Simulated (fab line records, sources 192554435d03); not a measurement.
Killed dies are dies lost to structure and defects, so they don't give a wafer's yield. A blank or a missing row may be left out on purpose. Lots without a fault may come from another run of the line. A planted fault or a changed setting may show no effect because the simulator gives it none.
Chamber matching | flow n5_finfet | N5_GATE_CUT_STRIP_59 on rie_diel-01: 4 sister chambers
The step strips in N2/H2, time 20 s. 16 wafers are shown with their chamber, then 8 later ones without.

WAFERS WITH THEIR CHAMBER
wafer  | chamber | drypump_motor_current_A (A) | throttle_valve_pct (%) | oes_product_au (a.u.)
L082.1 | 3       | 4.9                         | 12.32                  | 0.67
L082.4 | 2       | 6.4                         | 12.61                  | 0.76
L082.6 | 3       | 4.9                         | 12.32                  | 0.67
L085.2 | 1       | 5.8                         | 11.81                  | 0.93
L085.4 | 0       | 6.0                         | 12.51                  | 0.69
L085.6 | 2       | 6.4                         | 12.60                  | 0.74
L086.1 | 3       | 4.9                         | 12.33                  | 0.67
L086.2 | 0       | 6.0                         | 12.50                  | 0.68
L086.4 | 2       | 6.3                         | 12.61                  | 0.75
L088.2 | 0       | 6.0                         | 12.52                  | 0.68
L088.3 | 1       | 5.8                         | 11.84                  | 0.92
L088.5 | 1       | 5.8                         | 11.84                  | 0.92
L089.2 | 3       | 4.9                         | 12.36                  | 0.67
L089.3 | 1       | 5.8                         | 11.83                  | 0.92
L089.6 | 2       | 6.4                         | 12.61                  | 0.75
L091.4 | 1       | 5.8                         | 11.84                  | 0.92

SIGNATURES (means of the wafers above)
reading                 | chamber 0 | chamber 1 | chamber 2 | chamber 3 | scatter within a chamber
drypump_motor_current_A | 6.000     | 5.800     | 6.375     | 4.900     | 0.025
throttle_valve_pct      | 12.5100   | 11.8320   | 12.6075   | 12.3325   | 0.013
oes_product_au          | 0.6833    | 0.9220    | 0.7500    | 0.6700    | 0.00537
Rule: a wafer's distance from a chamber is the root of the sum, over the readings, of the square of ((its reading less the chamber's mean) divided by the reading's scatter). The wafer belongs to the nearest chamber; if the next one is less than 2 further off, it can't be placed. The scatter: the root of (the sum of the squares of (reading less its chamber's mean) over the shown wafers, divided by (wafers less chambers)).

WAFERS WITHOUT THEIR CHAMBER
wafer  | drypump_motor_current_A (A) | throttle_valve_pct (%) | oes_product_au (a.u.)
L091.5 | 6.4                         | 12.64                  | 0.74
L091.6 | 6.0                         | 12.53                  | 0.69
L096.2 | 5.8                         | 11.89                  | 0.90
L096.3 | 6.4                         | 12.67                  | 0.73
L096.6 | 4.9                         | 11.72                  | 0.96
L097.1 | 6.3                         | 12.68                  | 0.73
L097.4 | 5.8                         | 11.87                  | 0.90
L097.5 | 6.4                         | 12.66                  | 0.73

WHICH CHAMBER EACH WENT THROUGH
wafer  | from the rows above | in truth
L091.5 | 2                   | 2
L091.6 | 0                   | 0
L096.2 | 1                   | 1
L096.3 | 2                   | 2
L096.6 | 1                   | 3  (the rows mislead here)
L097.1 | 2                   | 2
L097.4 | 1                   | 1
L097.5 | 2                   | 2
Placed correctly: 7 of 8. Can't be placed from these rows: 0. Placed wrongly: 1.
